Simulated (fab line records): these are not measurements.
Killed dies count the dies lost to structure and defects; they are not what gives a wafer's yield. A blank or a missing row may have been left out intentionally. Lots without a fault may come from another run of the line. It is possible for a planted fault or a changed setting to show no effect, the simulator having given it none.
Chamber matching    flow n5Finfet    N5_BEOL_M10_STRIP_67 on rieDiel-05: 4 sister chambers
The step strips in CF4. 8 wafers are shown with their chamber, then 10 later ones without.

EACH WAFER AND ITS CHAMBER
wafer   chamber  drypumpMotorCurrentA (A)  throttleValvePct (%)
L082.2  3        4.9                       13.08
L082.4  2        6.6                       13.81
L082.6  3        4.9                       13.10
L087.1  2        6.6                       13.84
L087.5  1        6.4                       13.50
L087.6  0        6.0                       13.53
L088.1  0        6.0                       13.53
L088.3  1        6.3                       13.51

WAFERS WHOSE CHAMBER IS MISSING
wafer   drypumpMotorCurrentA (A)  throttleValvePct (%)
L088.4  4.9                       13.13
L094.1  6.3                       13.53
L094.5  6.3                       13.52
L094.6  6.0                       13.54
L097.1  6.6                       13.31
L097.2  4.9                       13.18
L097.3  6.0                       13.58
L097.4  6.4                       13.56
L097.5  6.6                       13.30
L097.6  6.4                       13.54

CHAMBER TAKEN BY EACH
wafer    from the rows above   in truth
L088.4   3                     3
L094.1   1                     1
L094.5   1                     1
L094.6   0                     0
L097.1   1                     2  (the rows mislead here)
L097.2   3                     3
L097.3   0                     0
L097.4   1                     1
L097.5   1                     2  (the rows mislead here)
L097.6   1                     1
Correct placement for 8 of the 10. Number that these rows cannot place: 0. Placed wrongly: 2.
How it was worked out, from the rows above alone: a wafer's distance from a chamber is the root of the sum, over the readings, of the square of ((its reading less the chamber's mean) divided by the reading's scatter). If the next closest chamber is less than 2 further off than the closest, the wafer can't be placed; otherwise it belongs to the closest. Each chamber's mean is taken over the wafers shown for it. The scatter: the root of (the sum of the squares of (reading less its chamber's mean) over the shown wafers, divided by (wafers less chambers)).
